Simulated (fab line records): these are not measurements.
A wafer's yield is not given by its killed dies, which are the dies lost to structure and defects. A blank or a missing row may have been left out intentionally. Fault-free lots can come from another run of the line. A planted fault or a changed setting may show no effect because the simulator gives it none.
2 desks, one fault / flow n5Finfet / each desk has only its own numbers; what lay behind them comes last

## THE METROLOGY DESK
What the gauges read, lot by lot, whatever tool the lot ran on: means of the sampled wafers that have a number. If a lot's mean is further than 4 standard deviations from the usual mean, the lot is out of limits and carries the mark OUT (the distance appears in the brackets).
Columns: A = M6_OVL at N5_BEOL_M6_OVL_MEAS_12, usual -0.5 nm; B = cdNm at N5_BEOL_M6_CD_MEAS_18, usual 40.0 nm; C = cdNm at N5_BEOL_M6_CD_MEAS_28, usual 40.00 nm
lot=L950; first seen here=day 8 16:02; A=-0.8; B=40.2; C=40.10
lot=L952; first seen here=day 9 03:59; A=-0.9; B=40.0; C=39.88
lot=L953; first seen here=day 9 12:05; A=-0.2; B=40.4; C=39.83
lot=L954; first seen here=day 9 16:28; A=-1.0; B=40.1; C=40.14
lot=L957; first seen here=day 10 19:17; A=-1.1; B=39.4; C=39.85
lot=L956; first seen here=day 11 13:46; A=1.0; B=39.1; C=40.30
lot=L958; first seen here=day 12 04:04; A=-0.8; B=39.6; C=40.22
lot=L961; first seen here=day 12 07:02; A=-0.2; B=40.7; C=39.94
lot=L962; first seen here=day 12 15:22; A=0.1; B=40.4; C=39.86
lot=L963; first seen here=day 12 15:31; A=-0.9; B=40.6; C=40.12
lot=L967; first seen here=day 13 20:32; A=-0.6; B=39.6; C=40.23
lot=L966; first seen here=day 14 05:03; A=-0.3; B=40.7; C=40.07
lot=L971; first seen here=day 15 00:28; A=0.1; B=40.3; C=-
lot=L973; first seen here=day 15 06:49; A=0.2; B=39.3; C=-
Result from this desk: across the 14 lots, nothing is out of limits.

## FOR THE TOOL OWNER'S DESK: euvScanner-01
The tool's own readings at N5_BEOL_M6_EXPOSE_25 (exposes mask V5, target cd 40 nm): means of the sampled wafers that have a number, for each lot that ran on this tool. If a lot's mean is further than 4 standard deviations from the usual mean, the lot is out of limits and carries the mark OUT (the distance appears in the brackets).
Columns: A = exposureDoseMJCm2 at N5_BEOL_M6_EXPOSE_25, usual 45.2; B = focusOffsetNm at N5_BEOL_M6_EXPOSE_25, usual 0.0 nm; C = reticleTempC at N5_BEOL_M6_EXPOSE_25, usual 23.01 C
lot=L957; first seen here=day 10 21:49; A=44.9; B=0.3; C=22.93
lot=L958; first seen here=day 12 05:42; A=44.8; B=-0.6; C=23.06
lot=L961; first seen here=day 12 09:08; A=44.9; B=0.3; C=23.02
lot=L962; first seen here=day 12 17:16; A=44.9; B=-0.2; C=23.14
lot=L963; first seen here=day 12 17:19; A=44.9; B=-0.4; C=23.01
lot=L966; first seen here=day 14 06:35; A=44.8; B=0.7; C=22.98
Result from this desk: across the 6 lots, nothing is out of limits.

## PUT TOGETHER
At the metrology desk, nothing out of limits was observed.
Nothing out of limits was seen by the tool owner's desk.

## WHAT THE SIMULATOR PUT IN
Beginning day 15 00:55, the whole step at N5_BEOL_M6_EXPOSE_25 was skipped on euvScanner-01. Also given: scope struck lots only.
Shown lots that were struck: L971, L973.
